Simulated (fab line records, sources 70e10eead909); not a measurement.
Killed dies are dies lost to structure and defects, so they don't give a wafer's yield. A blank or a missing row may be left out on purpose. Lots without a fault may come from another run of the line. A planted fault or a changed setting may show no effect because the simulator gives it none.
Which tool did it? | flow nand_harc | 11 lots, 33 wafers sampled, at 5 steps of a route of 1302

WHAT THE GAUGES READ, wafer by wafer
NHARC_END_SORT_01.
lot  | measured     | on        | killed_at_array
L828 | day 28 20:40 | prober-01 | 60
L836 | day 32 23:23 | prober-01 | 671 675 673
L837 | day 32 01:13 | prober-01 | 670 676 676

WHICH TOOL RAN EACH LOT (tool, then ch and the chambers of the sampled wafers, then the start)
lot  | NHARC_A_CHANNEL_FILL_D2_ALD_16   | NHARC_A_CHANNEL_FILL_D2_STRIP_28   | NHARC_A_STAIRCASE_ETCH_169         | NHARC_A_STAIRCASE_TRIM_12
L819 | ald_hk-03 ch 1,2, day 14 02:49   | rie_diel-08 ch 1,2, day 14 15:55   | rie_diel-13 ch 1,2, day 15 16:47   | rie_diel-05 ch 1,2,3, day 15 19:30
L820 | ald_hk-01 ch 0,1,2, day 14 11:37 | rie_diel-08 ch 0,3, day 14 23:41   | rie_diel-05 ch 0,2,3, day 16 00:45 | rie_diel-05 ch 0,3, day 16 02:34
L822 | ald_hk-04 ch 1,3, day 14 21:04   | rie_diel-08 ch 2,3, day 15 09:05   | rie_diel-13 ch 1,2, day 16 09:21   | rie_diel-01 ch 0,2,3, day 16 11:05
L828 | ald_hk-03 ch 0,2,3, day 17 22:55 | rie_diel-08 ch 1,2,3, day 18 11:41 | rie_diel-05 ch 1,2,3, day 19 13:37 | rie_diel-13 ch 0,1,3, day 19 15:22
L836 | ald_hk-03 ch 0,1,2, day 21 10:06 | rie_diel-04 ch 2,3, day 21 22:10   | rie_diel-01 ch 0,3, day 22 23:24   | rie_diel-13 ch 1,3, day 23 01:23
L837 | ald_hk-03 ch 0,1,3, day 21 22:02 | rie_diel-08 ch 0,1,2, day 22 09:44 | rie_diel-13 ch 0,1,3, day 23 12:25 | rie_diel-13 ch 0,1,2, day 23 14:06
L838 | ald_hk-01 ch 1,2, day 22 10:50   | rie_diel-08 ch 0,2,3, day 22 23:31 | rie_diel-01 ch 2,3, day 24 04:43   | rie_diel-05 ch 0,1,2, day 24 06:38
L839 | ald_hk-01 ch 0,3, day 22 14:44   | rie_diel-03 ch 0,2, day 23 03:21   | rie_diel-01 ch 0,3, day 24 04:14   | rie_diel-05 ch 0,3, day 24 06:05
L840 | ald_hk-03 ch 0,3, day 22 14:46   | rie_diel-08 ch 0,2,3, day 23 03:22 | rie_diel-01 ch 1,2, day 24 04:32   | rie_diel-13 ch 2,3, day 24 06:25
L841 | ald_hk-03 ch 0,1,3, day 23 08:13 | rie_diel-04 ch 0,1,3, day 23 20:12 | rie_diel-01 ch 0,1,2, day 24 22:45 | rie_diel-13 ch 0,1,3, day 25 00:40
L842 | ald_hk-04 ch 0,1,2, day 24 00:05 | rie_diel-08 ch 0,1,2, day 24 13:04 | rie_diel-01 ch 0,2, day 25 14:51   | rie_diel-01 ch 0,2, day 25 17:11
- NHARC_A_CHANNEL_FILL_D2_ALD_16: deposits SiO2, target thk 1.5 nm, pulse time 10 s, ald cycles 15.
- NHARC_A_CHANNEL_FILL_D2_STRIP_28: strips in O2, time 20 s.
- NHARC_A_STAIRCASE_ETCH_169: etches the open film in CH3F/O2, target depth 50 nm, time 107.1 s.
- NHARC_A_STAIRCASE_TRIM_12: chemistry O2, time 211.2 s.

THE ANSWER, worked out from the rows above alone
Rule: what is usual is taken from the lots themselves. Put in order of their means at a reading, lots are off if they are a third of the lots or fewer, leave a main group of 4 or more, and stand apart from it by a gap of 3 or more times the standard deviation of the main group's means; of several such gaps the widest counts. A main group whose means are all the same, to the digits that the tables above print for the reading, isn't used. A lot without any number at a reading at which 4 lots or more have one is off too. The other lots that the step has rows for count as sound.
No lot is off at any reading shown: from this, nothing can be told.

WHAT THE SIMULATOR HAD PUT IN
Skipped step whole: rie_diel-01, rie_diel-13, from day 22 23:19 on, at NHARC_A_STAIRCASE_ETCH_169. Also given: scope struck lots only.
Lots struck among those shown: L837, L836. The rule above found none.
